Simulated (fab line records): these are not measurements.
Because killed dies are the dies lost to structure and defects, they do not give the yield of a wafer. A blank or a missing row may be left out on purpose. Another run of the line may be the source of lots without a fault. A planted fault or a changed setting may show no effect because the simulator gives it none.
The tool behind it: which one? | flow nand harc | 72 wafers from 24 lots sampled at 2 of the route's 1302 steps

== WHAT THE GAUGES SHOWED, per wafer ==
NHARC_P_GATE_INSPECT_68. Usual: 200 for raw defect count, sd 82.
lot  | measured     | on                | raw defect count | flag
L074 | day 5 22:42  | defect inspect-01 | 200 178 212      |
L075 | day 6 02:59  | defect inspect-02 | 169 117 203      |
L076 | day 6 12:50  | defect inspect-01 | 120 151 172      |
L077 | day 7 02:16  | defect inspect-01 | 222 326 193      |
L078 | day 7 13:41  | defect inspect-01 | 221 171 152      |
L079 | day 7 17:50  | defect inspect-02 | 88 124 80        |
L080 | day 8 06:05  | defect inspect-01 | 114 229 198      |
L081 | day 8 21:49  | defect inspect-01 | 225 238 144      |
L082 | day 9 04:57  | defect inspect-01 | 147 172 221      |
L083 | day 9 14:08  | defect inspect-02 | 178 151 141      |
L084 | day 10 03:43 | defect inspect-02 | 132 240 180      |
L085 | day 10 07:51 | defect inspect-02 | 255 210 117      |
L086 | day 10 16:56 | defect inspect-01 | 205 299 190      |
L088 | day 11 22:40 | defect inspect-01 | 83 195 117       |
L087 | day 12 01:25 | defect inspect-02 | 439 187 133      |
L089 | day 12 01:53 | defect inspect-02 | 345 218 466      |
L090 | day 12 10:32 | defect inspect-01 | 221 187 249      |
L091 | day 12 22:49 | defect inspect-02 | 232 303 298      |
L092 | day 13 06:57 | defect inspect-01 | 189 157 221      |
L094 | day 14 04:35 | defect inspect-01 | 288 242 219      |
L093 | day 14 05:05 | defect inspect-02 | 162 146 158      |
L095 | day 14 09:44 | defect inspect-02 | 170 143 115      |
L097 | day 15 05:13 | defect inspect-01 | 147 134 206      |
L096 | day 15 05:49 | defect inspect-01 | 235 146 191      |

== TOOL THAT RAN EACH LOT (tool first, then ch and the chambers of the sampled wafers, then the start) ==
lot  | NHARC_P_GATE_STRIP_95
L074 | plasma asher-02 ch 0,1, day 5 20:53
L075 | plasma asher-02 ch 0,1, day 6 01:10
L076 | plasma asher-01 ch 0,1, day 6 11:01
L077 | plasma asher-01 ch 0,1, day 7 00:19
L078 | plasma asher-02 ch 1, day 7 11:52
L079 | plasma asher-01 ch 0,1, day 7 15:59
L080 | plasma asher-02 ch 0,1, day 8 04:06
L081 | plasma asher-02 ch 0,1, day 8 19:59
L082 | plasma asher-02 ch 0,1, day 9 03:08
L083 | plasma asher-01 ch 0,1, day 9 12:18
L084 | plasma asher-02 ch 0, day 10 01:52
L085 | plasma asher-01 ch 0,1, day 10 06:01
L086 | plasma asher-02 ch 0,1, day 10 15:07
L088 | plasma asher-01 ch 0,1, day 11 20:50
L087 | plasma asher-02 ch 0,1, day 11 23:34
L089 | plasma asher-01 ch 0,1, day 12 00:04
L090 | plasma asher-02 ch 0,1, day 12 08:44
L091 | plasma asher-02 ch 1, day 12 20:55
L092 | plasma asher-02 ch 0,1, day 13 05:07
L094 | plasma asher-02 ch 0,1, day 14 02:44
L093 | plasma asher-01 ch 0,1, day 14 03:04
L095 | plasma asher-01 ch 0,1, day 14 07:55
L097 | plasma asher-01 ch 0,1, day 15 03:22
L096 | plasma asher-02 ch 0,1, day 15 04:01
- NHARC_P_GATE_STRIP_95: strips in O2.

== AS READ BY THE TOOLS THEMSELVES (means over the sampled wafers that have a number; for cases with no such wafer, the mark the record gives instead) ==
NHARC_P_GATE_STRIP_95. Usual: drypump motor current A 5.5 A, standard deviation 0.44; heater power w 351 W, standard deviation 16.
lot  | tool            | drypump motor current A (A) | heater power w (W) | flag
L074 | plasma asher-02 | 5.9                         | 355                |
L075 | plasma asher-02 | 5.9                         | 338                |
L076 | plasma asher-01 | 4.9                         | 347                |
L077 | plasma asher-01 | 5.1                         | 351                |
L078 | plasma asher-02 | 5.9                         | 331                |
L079 | plasma asher-01 | 4.9                         | 351                |
L080 | plasma asher-02 | 5.9                         | 343                |
L081 | plasma asher-02 | 5.9                         | 340                |
L082 | plasma asher-02 | 5.9                         | 336                |
L083 | plasma asher-01 | 5.1                         | 367                |
L084 | plasma asher-02 | 5.9                         | 365                |
L085 | plasma asher-01 | 5.0                         | 360                |
L086 | plasma asher-02 | 5.9                         | 347                |
L088 | plasma asher-01 | 4.9                         | 364                |
L087 | plasma asher-02 | 5.9                         | 345                |
L089 | plasma asher-01 | 4.9                         | 357                |
L090 | plasma asher-02 | 5.9                         | 347                |
L091 | plasma asher-02 | 5.9                         | 341                |
L092 | plasma asher-02 | 5.9                         | 342                |
L094 | plasma asher-02 | 5.9                         | 349                |
L093 | plasma asher-01 | 5.1                         | 359                |
L095 | plasma asher-01 | 4.9                         | 357                |
L097 | plasma asher-01 | 5.1                         | 362                |
L096 | plasma asher-02 | 5.9                         | 339                |

== THE ANSWER, worked out from the rows above alone ==
Rule: lot off if the mean of its wafers having a number is beyond 3 standard deviations from the usual mean. Also off: a lot with no number at a reading for which 4 or more lots have one. Any other lot the step has rows for is counted as sound. Order of review: gauges by route order, followed by the tools' own readings, for which a lot's mean as printed above is used. At the first step where some lot is off, the reading lying furthest off is the one used; lots without a number count as furthest.
Across all readings shown, no lot is off: no conclusion can be drawn from this.

== WHAT THE SIMULATOR PUT IN ==
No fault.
